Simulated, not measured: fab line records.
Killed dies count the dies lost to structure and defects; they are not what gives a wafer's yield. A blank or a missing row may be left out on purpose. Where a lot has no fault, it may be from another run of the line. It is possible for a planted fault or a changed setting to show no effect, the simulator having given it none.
What tool caused it? -- flow nandHarc -- Sampling: 11 lots, 33 wafers, 5 of 1302 route steps

== WHAT THE GAUGES READ, wafer by wafer ==
NHARC_END_SORT_01.
lot,measured,on,killedAtArray
L135,day 30 04:32,prober-02,673 673 673
L136,day 30 04:33,prober-01,673 676 675

== TOOL THAT RAN EACH LOT (tool first, then ch and the chambers of the sampled wafers, then the start) ==
lot,NHARC_A_CHANNEL_HOLE_D2_ETCH_38,NHARC_A_CHANNEL_HOLE_D2_ETCH_39,NHARC_A_CHANNEL_FILL_D2_STRIP_28,NHARC_A_CHANNEL_FILL_D2_STRIP_29
L126,"rieDiel-01 ch 0,1, day 14 21:53","rieDiel-01 ch 0,1, day 16 08:02 or earlier","rieDiel-11 ch 2,3, day 16 08:02","rieDiel-11 ch 0,1,2, day 17 00:55"
L129,"rieDiel-02 ch 0,1,2, day 15 12:33","rieDiel-02 ch 0,1,2, day 16 21:07 or earlier","rieDiel-08 ch 0,2,3, day 16 21:07","rieDiel-11 ch 0,1,3, day 17 15:56"
L130,"rieDiel-13 ch 0,1,3, day 15 23:28","rieDiel-13 ch 0,1,3, day 17 06:33 or earlier","rieDiel-11 ch 1,2,3, day 17 06:33","rieDiel-11 ch 0,1,3, day 18 01:17"
L131,"rieDiel-01 ch 1,2,3, day 16 12:30","rieDiel-01 ch 0,1,3, day 17 23:08 or earlier","rieDiel-08 ch 1,2,3, day 17 23:08","rieDiel-11 ch 0,1,3, day 18 18:58"
L135,"rieDiel-01 ch 1,3, day 18 16:29","rieDiel-01 ch 1,2, day 20 03:50 or earlier","rieDiel-11 ch 0,2,3, day 20 03:50","rieDiel-11 ch 0,3, day 20 22:35"
L136,"rieDiel-01 ch 0,1,2, day 19 07:42","rieDiel-01 ch 1,2,3, day 20 15:52 or earlier","rieDiel-11 ch 0,1,2, day 20 15:52","rieDiel-08 ch 0,2,3, day 21 10:28"
L141,"rieDiel-02 ch 0,2, day 20 06:56","rieDiel-02 ch 0,2,3, day 21 17:10 or earlier","rieDiel-08 ch 0,3, day 21 17:10","rieDiel-11 ch 0,3, day 22 12:29"
L142,"rieDiel-01 ch 2,3, day 20 14:35","rieDiel-01 ch 1,2, day 22 01:56 or earlier","rieDiel-12 ch 0,1,3, day 22 01:56","rieDiel-11 ch 0,2,3, day 22 20:16"
L144,"rieDiel-13 ch 1,3, day 21 20:19","rieDiel-13 ch 1,2,3, day 23 05:48 or earlier","rieDiel-11 ch 0,1,3, day 23 05:48","rieDiel-11 ch 0,1,3, day 24 00:16"
L145,"rieDiel-02 ch 0,1,3, day 21 22:51","rieDiel-02 ch 0,1,2, day 23 05:49 or earlier","rieDiel-08 ch 1,2,3, day 23 05:49","rieDiel-11 ch 0,1,3, day 23 23:15"
L146,"rieDiel-01 ch 0,1,2, day 22 18:51","rieDiel-01 ch 0,1, day 24 03:10 or earlier","rieDiel-08 ch 0,2,3, day 24 03:10","rieDiel-11 ch 0,1,3, day 24 20:43"
- NHARC_A_CHANNEL_HOLE_D2_ETCH_38: etches the open film in CF4, target depth 39 nm, time 65 s.
- NHARC_A_CHANNEL_HOLE_D2_ETCH_39: etches the open film in N2/H2, target depth 260 nm, time 325 s.
- NHARC_A_CHANNEL_FILL_D2_STRIP_28: strips in O2, time 20 s.
- NHARC_A_CHANNEL_FILL_D2_STRIP_29: strips in O2, time 20 s.

== THE ANSWER, worked out from the rows above alone ==
Rule: the lots themselves supply what counts as usual. The widest of any qualifying gaps counts: lots, ordered by their means at a reading, are off when they make up no more than a third of the lots, leave a main group of 4 or more, and stand apart from it by 3 or more times the standard deviation of that group's means. A main group is skipped when, at the precision printed for the reading in the tables above, its means are all equal. Also off: a lot with no number at a reading for which 4 or more lots have one. Where the step has rows for the other lots, those lots are counted as sound.
Across all readings shown, no lot is off: no conclusion can be drawn from this.

== WHAT THE SIMULATOR PUT IN ==
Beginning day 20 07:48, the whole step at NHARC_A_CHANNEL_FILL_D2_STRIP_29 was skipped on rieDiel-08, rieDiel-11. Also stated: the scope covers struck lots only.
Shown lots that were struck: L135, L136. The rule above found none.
